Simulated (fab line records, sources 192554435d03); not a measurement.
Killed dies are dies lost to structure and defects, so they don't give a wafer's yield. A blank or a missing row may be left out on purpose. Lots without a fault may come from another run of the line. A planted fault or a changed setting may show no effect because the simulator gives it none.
Split-lot experiment | flow n5_finfet | 7 lots, 21 wafers read, on a route of 1938 steps

THE SPLIT
At N5_BEOL_M5_EXPOSE_25 (exposes mask V4, defocus 10 nm), the setting dose_mj was moved away from the recipe's 52.75 on 4 of the 21 wafers read, by -5.2% to +5.5%. The other wafers ran this setting at the recipe's value.

FROM THE SPLIT TO THE READING: what the file shows between them, 2 steps
- N5_BEOL_M5_PEB_26: peb time 60 s
- N5_BEOL_M5_DEVELOP_27: develop time 30 s

THE READING
cd_nm, in nm, at N5_BEOL_M5_CD_MEAS_28 (target cd 30.6 nm, target cd y 20 nm). Fault-free wafers of this fab line usually give 30.5 nm, standard deviation 0.34 nm.

wafer  | tool, chamber at the split | dose_mj as run | against the recipe | cd_nm, nm | against lot-mates on the recipe
L075.1 | euv_scanner-02, 0          | 52.75          | recipe             | 30.0      | -
L075.2 | euv_scanner-02, 0          | 52.75          | recipe             | 30.3      | -
L075.5 | euv_scanner-02, 0          | 54.9           | +4.1%              | 31.2      | +1.1
L081.1 | euv_scanner-01, 0          | 52.75          | recipe             | 30.5      | -
L081.2 | euv_scanner-01, 0          | 52.75          | recipe             | 30.5      | -
L081.5 | euv_scanner-01, 0          | 55.64          | +5.5%              | 31.4      | +0.9
L084.1 | euv_scanner-01, 0          | 52.75          | recipe             | 30.9      | -
L084.3 | euv_scanner-01, 0          | 52.75          | recipe             | 30.6      | -
L084.6 | euv_scanner-01, 0          | 52.75          | recipe             | 30.9      | -
L089.3 | euv_scanner-02, 0          | 50             | -5.2%              | 29.0      | -0.9
L089.5 | euv_scanner-02, 0          | 50             | -5.2%              | 28.7      | -1.2
L089.6 | euv_scanner-02, 0          | 52.75          | recipe             | 29.9      | -
L092.3 | euv_scanner-01, 0          | 52.75          | recipe             | 31.0      | -
L092.4 | euv_scanner-01, 0          | 52.75          | recipe             | 31.2      | -
L092.5 | euv_scanner-01, 0          | 52.75          | recipe             | 31.2      | -
L094.1 | euv_scanner-02, 0          | 52.75          | recipe             | 30.9      | -
L094.3 | euv_scanner-02, 0          | 52.75          | recipe             | 30.6      | -
L094.6 | euv_scanner-02, 0          | 52.75          | recipe             | 30.3      | -
L096.1 | euv_scanner-02, 0          | 52.75          | recipe             | 30.6      | -
L096.3 | euv_scanner-02, 0          | 52.75          | recipe             | 30.0      | -
L096.6 | euv_scanner-02, 0          | 52.75          | recipe             | 30.7      | -

THE FIT
A straight line over all 21 wafers: cd_nm changes by +0.247 nm for each +1% of dose_mj; r = +0.81; the points scatter about the line by 0.42 nm.
The same after taking each lot's own level away (the mean of its wafers on the recipe; 21 wafers): +0.2 nm for each +1%; r = +0.92; scatter 0.2 nm.
On that fit, the largest move of dose_mj shifts the reading by 1.1 nm.
The lots' own levels span 29.90 to 31.13 nm, that is 3.6 times the standard deviation above.
So the lot-to-lot level changes the slope: the two fits differ.
Check: with one of the wafers moved furthest among these (+5.5%) left out of the fit, the line predicts +1.2 nm for it against its lot-mates. It came out at +0.9 nm against them.

OTHER SPLITS ON THESE WAFERS
These wafers also went through other splits before the reading. Each is held against what the fit with the lots' levels taken away leaves over:
other split on the same wafers | wafers away from the commonest value | r with cd_nm (lot level and that fit taken away)
N5_BEOL_M5_EXPOSE_08 dose_mj   | 9                                    | +0.07

THE FILE'S OWN FIT
cd_nm changes by +0.204 nm for each +1% of dose_mj, r = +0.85.
